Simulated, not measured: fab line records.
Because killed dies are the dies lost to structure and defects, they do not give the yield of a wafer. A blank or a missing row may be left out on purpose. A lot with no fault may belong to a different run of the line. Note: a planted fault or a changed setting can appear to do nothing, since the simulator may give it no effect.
Which tool is to blame? ; flow n5_finfet ; Sampling: 24 lots, 72 wafers, 6 of 1938 route steps

== WHAT THE GAUGES READ, wafer by wafer ==
N5_PMOS_HMC_CHANNEL_EPI_THK_MEAS_22.
lot;measured;on;HMC_CMP_THK (nm)
L074;day 1 19:39;film_metro-02;54.5 54.1 54.5
L075;day 2 02:07;film_metro-02;53.9 54.2 54.1
L076;day 2 09:08;film_metro-01;54.2 54.4 54.6
L077;day 2 14:50;film_metro-01;54.4 53.3 53.4
L078;day 2 20:10;film_metro-02;54.0 53.7 53.8
L079;day 3 01:51;film_metro-02;53.7 54.0 54.7
L080;day 3 07:17;film_metro-02;53.2 54.6 54.6
L081;day 3 13:34;film_metro-01;53.2 54.9 53.9
L082;day 3 20:23;film_metro-01;53.9 53.8 53.9
L083;day 4 04:53;film_metro-02;53.4 55.0 55.0
L084;day 4 08:05;film_metro-01;54.3 54.0 54.4
L085;day 4 13:45;film_metro-01;54.1 53.7 54.3
L086;day 4 20:02;film_metro-02;53.5 53.7 53.6
L087;day 5 01:41;film_metro-01;53.8 53.5 54.5
L088;day 5 08:38;film_metro-02;53.8 54.1 53.7
L089;day 5 13:58;film_metro-01;53.6 53.4 53.4
L090;day 5 19:50;film_metro-01;54.3 53.3 53.8
L091;day 6 01:29;film_metro-02;54.4 53.7 53.6
L092;day 6 07:32;film_metro-02;53.4 53.0 53.5
L093;day 6 13:40;film_metro-02;53.4 53.8 53.6
L094;day 6 20:23;film_metro-02;53.8 53.4 53.7
L095;day 7 02:44;film_metro-02;54.0 54.0 54.0
L096;day 7 07:54;film_metro-01;54.1 54.7 54.1
L097;day 7 14:14;film_metro-02;53.8 54.4 54.0

N5_FIN_SAQP_OVL_MEAS_17.
lot;measured;on;FIN_CORE_OVL (nm)
L074;day 1 22:29;overlay-02;0.5 -0.8 2.1
L075;day 2 04:01;overlay-01;-0.5 -0.9 0.6
L076;day 2 11:04;overlay-01;-0.2 -0.1 -1.0
L077;day 2 16:59;overlay-02;-0.9 0.7 -0.6
L078;day 2 21:52;overlay-02;0.2 0.0 0.5
L079;day 3 03:49;overlay-02;-0.3 -0.5 -0.7
L080;day 3 09:09;overlay-02;0.2 -0.2 1.0
L081;day 3 15:25;overlay-02;-0.5 -0.7 -0.2
L082;day 3 22:40;overlay-02;-0.8 -0.9 -0.8
L083;day 4 06:44;overlay-01;-0.2 -0.3 -0.6
L084;day 4 10:00;overlay-02;-0.6 -0.3 -0.2
L085;day 4 15:50;overlay-02;-0.2 0.8 -0.1
L086;day 4 21:58;overlay-01;-2.0 -0.9 -0.9
L087;day 5 04:23;overlay-01;-1.2 -1.3 -1.9
L088;day 5 12:41;overlay-01;1.4 -1.2 0.5
L089;day 5 15:41;overlay-02;1.0 0.6 -0.2
L090;day 5 21:37;overlay-01;-0.4 0.7 1.5
L091;day 6 03:12;overlay-02;-0.2 -1.4 -0.4
L092;day 6 09:22;overlay-01;-0.1 -1.4 -0.7
L093;day 6 15:49;overlay-02;-0.3 -1.0 0.3
L094;day 6 22:41;overlay-01;-0.4 0.4 -0.8
L095;day 7 04:53;overlay-02;-0.2 -1.4 0.1
L096;day 7 11:11;overlay-01;-0.3 -1.3 -0.8
L097;day 7 17:32;overlay-02;0.4 -0.2 -0.9

N5_FIN_CUT_INSPECT_10: inspects for defects (brightfield).
lot;measured;on;raw_defect_count
L074;day 2 04:01;defect_inspect-02;48 54 42
L075;day 2 09:19;defect_inspect-02;45 36 37
L076;day 2 17:04;defect_inspect-02;34 22 37
L077;day 2 22:47;defect_inspect-01;18 39 29
L078;day 3 02:35;defect_inspect-01;31 47 43
L079;day 3 09:11;defect_inspect-02;25 29 32
L080;day 3 13:56;defect_inspect-01;43 42 46
L081;day 3 20:52;defect_inspect-01;35 53 43
L082;day 4 04:52;defect_inspect-02;34 57 47
L083;day 4 11:26;defect_inspect-02;40 53 55
L084;day 4 15:08;defect_inspect-02;34 39 35
L085;day 4 21:43;defect_inspect-02;47 35 54
L086;day 5 02:34;defect_inspect-01;42 47 50
L087;day 5 09:22;defect_inspect-01;40 35 44
L088;day 5 17:37;defect_inspect-02;39 36 37
L089;day 5 20:42;defect_inspect-02;24 52 31
L090;day 6 02:20;defect_inspect-01;36 26 39
L091;day 6 08:07;defect_inspect-01;42 61 90
L092;day 6 14:17;defect_inspect-01;63 65 50
L093;day 6 22:17;defect_inspect-01;40 62 50
L094;day 7 04:47;defect_inspect-01;65 37 38
L095;day 7 10:51;defect_inspect-02;57 47 40
L096;day 7 18:30;defect_inspect-02;49 50 60
L097;day 7 23:30;defect_inspect-01;28 32 41

== EACH LOT AND THE TOOL THAT RAN IT (in order: tool; ch and the chambers of the sampled wafers; start) ==
lot;N5_PMOS_HMC_CHANNEL_EPI_FIN_RECESS_16;N5_FIN_SAQP_PECVD_47;N5_FIN_SAQP_MANDREL_ETCH_58
L074;rie_si-03 ch 0,3, day 1 17:50;pecvd-01 ch 0,1,2, day 1 21:49;rie_si-06 ch 1,2,3, day 2 00:51
L075;rie_si-05 ch 0,1, day 1 23:49;pecvd-01 ch 0,1,2, day 2 03:19;rie_si-06 ch 0,1, day 2 06:53
L076;rie_si-05 ch 1,3, day 2 07:20;pecvd-01 ch 0,1,2, day 2 10:23;rie_si-06 ch 0,2,3, day 2 13:44
L077;rie_si-03 ch 0,1, day 2 13:01;pecvd-03 ch 1,2, day 2 16:17;rie_si-02 ch 1,3, day 2 20:20
L078;rie_si-04 ch 0,1,3, day 2 18:22;pecvd-01 ch 0,1,2, day 2 21:18;rie_si-06 ch 0,1, day 3 00:07
L079;rie_si-04 ch 1,2,3, day 3 00:02;pecvd-03 ch 1,2, day 3 03:07;rie_si-06 ch 1,3, day 3 06:37
L080;rie_si-04 ch 2,3, day 3 05:29;pecvd-03 ch 0,1, day 3 08:26;rie_si-06 ch 0,2,3, day 3 11:29
L081;rie_si-04 ch 2,3, day 3 11:45;pecvd-03 ch 1,2, day 3 14:43;rie_si-02 ch 0,1, day 3 18:00
L082;rie_si-05 ch 1,3, day 3 18:35;pecvd-02 ch 0,1,2, day 3 21:54;rie_si-06 ch 0,2,3, day 4 02:21
L083;rie_si-04 ch 2,3, day 4 03:04;pecvd-01 ch 0,2, day 4 06:02;rie_si-01 ch 0,1,2, day 4 09:00
L084;rie_si-04 ch 0,1, day 4 06:17;pecvd-03 ch 0,1,2, day 4 09:19;rie_si-06 ch 1,2,3, day 4 12:36
L085;rie_si-03 ch 1,2, day 4 11:56;pecvd-01 ch 0,1,2, day 4 15:16;rie_si-02 ch 0,1,3, day 4 19:22
L086;rie_si-04 ch 0,1, day 4 18:14;pecvd-03 ch 0,1, day 4 21:16;rie_si-01 ch 0,1,2, day 5 00:14
L087;rie_si-03 ch 1,2,3, day 4 23:53;pecvd-03 ch 1,2, day 5 03:44;rie_si-01 ch 0,2,3, day 5 06:49
L088;rie_si-04 ch 0,2, day 5 06:49;pecvd-02 ch 0,1, day 5 10:02;rie_si-01 ch 0,1,3, day 5 15:13
L089;rie_si-04 ch 2,3, day 5 11:46;pecvd-02 ch 1,2, day 5 15:07;rie_si-06 ch 0,2,3, day 5 18:02
L090;rie_si-03 ch 0,2,3, day 5 18:01;pecvd-01 ch 0,2, day 5 21:03;rie_si-06 ch 0,1,3, day 5 23:52
L091;rie_si-04 ch 0,1,3, day 5 23:41;pecvd-02 ch 0,1,2, day 6 02:38;rie_si-06 ch 0,1,3, day 6 05:27
L092;rie_si-03 ch 1,2,3, day 6 05:44;pecvd-03 ch 0,1,2, day 6 08:48;rie_si-01 ch 0,2,3, day 6 11:56
L093;rie_si-04 ch 1,2, day 6 11:51;pecvd-03 ch 0,2, day 6 15:14;rie_si-01 ch 1,3, day 6 18:44
L094;rie_si-04 ch 0,1, day 6 18:10;pecvd-01 ch 0,1,2, day 6 21:59;rie_si-02 ch 0,1, day 7 01:20
L095;rie_si-05 ch 0,3, day 7 00:31;pecvd-01 ch 1,2, day 7 04:11;rie_si-02 ch 1,3, day 7 07:32
L096;rie_si-04 ch 2,3, day 7 06:05;pecvd-01 ch 0,1,2, day 7 10:28;rie_si-02 ch 0,1,2, day 7 16:02
L097;rie_si-03 ch 1,2, day 7 12:01;pecvd-02 ch 0,1,2, day 7 16:50;rie_si-01 ch 0,1,2, day 7 21:10
- N5_PMOS_HMC_CHANNEL_EPI_FIN_RECESS_16: chemistry HBr/Cl2, target Si, target depth 54 nm, time 18 s.
- N5_FIN_SAQP_PECVD_47: deposits a-Si from SiH4/He, target thk 45 nm, time 36.3 s.
- N5_FIN_SAQP_MANDREL_ETCH_58: etches a-Si in HBr/Cl2, stops on SiNx, target depth 45 nm, bt time 10 s, time 27 s.

== AS READ BY THE TOOLS THEMSELVES (means over the sampled wafers that have a number; for cases with no such wafer, the mark the record gives instead) ==
N5_PMOS_HMC_CHANNEL_EPI_FIN_RECESS_16.
lot;tool;drypump_motor_current_A (A);mfc_cl2_sccm (sccm);oes_product_au (a.u.);throttle_valve_pct (%)
L074;rie_si-03;5.2;80.15;1.005;35.37
L075;rie_si-05;6.2;80.00;0.992;35.69
L076;rie_si-05;6.2;80.06;1.010;35.74
L077;rie_si-03;5.2;79.98;0.987;35.54
L078;rie_si-04;5.5;80.25;0.988;35.33
L079;rie_si-04;5.7;79.94;0.986;35.46
L080;rie_si-04;6.1;80.09;0.986;35.29
L081;rie_si-04;6.1;80.04;0.983;35.29
L082;rie_si-05;6.2;79.97;0.993;35.72
L083;rie_si-04;6.1;79.86;0.992;35.29
L084;rie_si-04;5.3;79.80;0.995;35.38
L085;rie_si-03;5.7;80.03;0.996;35.81
L086;rie_si-04;5.0;79.73;0.982;35.51
L087;rie_si-03;5.7;79.72;1.006;35.60
L088;rie_si-04;5.7;80.06;0.992;35.40
L089;rie_si-04;6.1;80.00;0.981;35.51
L090;rie_si-03;5.5;80.08;1.002;35.54
L091;rie_si-04;5.5;80.22;0.984;35.33
L092;rie_si-03;5.7;79.99;0.997;35.61
L093;rie_si-04;5.6;79.79;0.987;35.69
L094;rie_si-04;5.0;80.05;0.984;35.51
L095;rie_si-05;6.0;80.07;1.003;35.70
L096;rie_si-04;6.1;80.26;0.996;35.50
L097;rie_si-03;5.5;79.97;0.991;35.71

N5_FIN_SAQP_PECVD_47.
lot;tool;heater_power_w (W);showerhead_plenum_p_Torr (Torr);showerhead_vpp_V (V);throttle_valve_pct (%)
L074;pecvd-01;802;5.69;606;18.6
L075;pecvd-01;835;5.69;605;18.7
L076;pecvd-01;831;5.69;603;18.8
L077;pecvd-03;848;5.62;605;17.7
L078;pecvd-01;782;5.69;612;18.7
L079;pecvd-03;841;5.61;596;17.5
L080;pecvd-03;868;5.67;618;17.7
L081;pecvd-03;778;5.63;617;17.9
L082;pecvd-02;781;5.63;597;19.0
L083;pecvd-01;806;5.69;622;18.3
L084;pecvd-03;815;5.66;610;17.6
L085;pecvd-01;788;5.69;607;18.6
L086;pecvd-03;795;5.68;626;17.7
L087;pecvd-03;797;5.64;627;17.6
L088;pecvd-02;766;5.65;595;19.9
L089;pecvd-02;762;5.67;607;19.5
L090;pecvd-01;723;5.69;625;18.3
L091;pecvd-02;798;5.63;603;19.3
L092;pecvd-03;781;5.65;610;17.6
L093;pecvd-03;836;5.62;597;17.4
L094;pecvd-01;783;5.68;603;18.7
L095;pecvd-01;776;5.67;607;18.6
L096;pecvd-01;793;5.68;608;18.7
L097;pecvd-02;767;5.63;599;19.2

N5_FIN_SAQP_MANDREL_ETCH_58.
lot;tool;drypump_motor_current_A (A);mfc_cl2_sccm (sccm);oes_product_au (a.u.);throttle_valve_pct (%)
L074;rie_si-06;5.6;79.95;0.691;35.77
L075;rie_si-06;5.4;79.89;0.681;35.57
L076;rie_si-06;5.4;80.08;0.691;35.78
L077;rie_si-02;5.5;79.85;0.700;35.53
L078;rie_si-06;5.4;79.80;0.687;35.55
L079;rie_si-06;5.9;79.85;0.698;35.87
L080;rie_si-06;5.4;80.15;0.700;35.77
L081;rie_si-02;6.1;79.71;0.699;35.68
L082;rie_si-06;5.4;79.95;0.695;35.77
L083;rie_si-01;5.8;80.06;0.706;35.76
L084;rie_si-06;5.6;79.81;0.705;35.74
L085;rie_si-02;5.8;79.98;0.705;35.59
L086;rie_si-01;5.8;80.12;0.705;35.75
L087;rie_si-01;5.6;80.19;0.697;35.50
L088;rie_si-01;6.1;79.80;0.705;35.78
L089;rie_si-06;5.4;80.01;0.699;35.77
L090;rie_si-06;5.6;79.97;0.697;35.71
L091;rie_si-06;5.7;79.84;0.697;35.70
L092;rie_si-01;5.7;80.03;0.701;35.50
L093;rie_si-01;6.5;80.52;0.697;35.89
L094;rie_si-02;6.1;79.73;0.697;35.69
L095;rie_si-02;5.5;79.80;0.699;35.54
L096;rie_si-02;5.7;80.18;0.691;35.80
L097;rie_si-01;5.7;79.98;0.703;35.76

== THE ANSWER, worked out from the rows above alone ==
Rule: the usual values come from the lots themselves. The widest of any qualifying gaps counts: lots, ordered by their means at a reading, are off when they make up no more than a third of the lots, leave a main group of 4 or more, and stand apart from it by 3 or more times the standard deviation of that group's means. If all means in a main group match to the digits the tables above print for the reading, that group is not used. Also off: a lot with no number at a reading for which 4 or more lots have one. All remaining lots with rows at the step are treated as sound. The gauges are gone through in route order, then the tools' own readings, and for those a lot's mean is taken as printed above. The first step at which some lot is off is used, and at that step the reading that is off furthest; a lot without a number counts as furthest.
No lot is off at any reading shown: from this, nothing can be told.

== WHAT WAS PUT IN BY THE SIMULATOR ==
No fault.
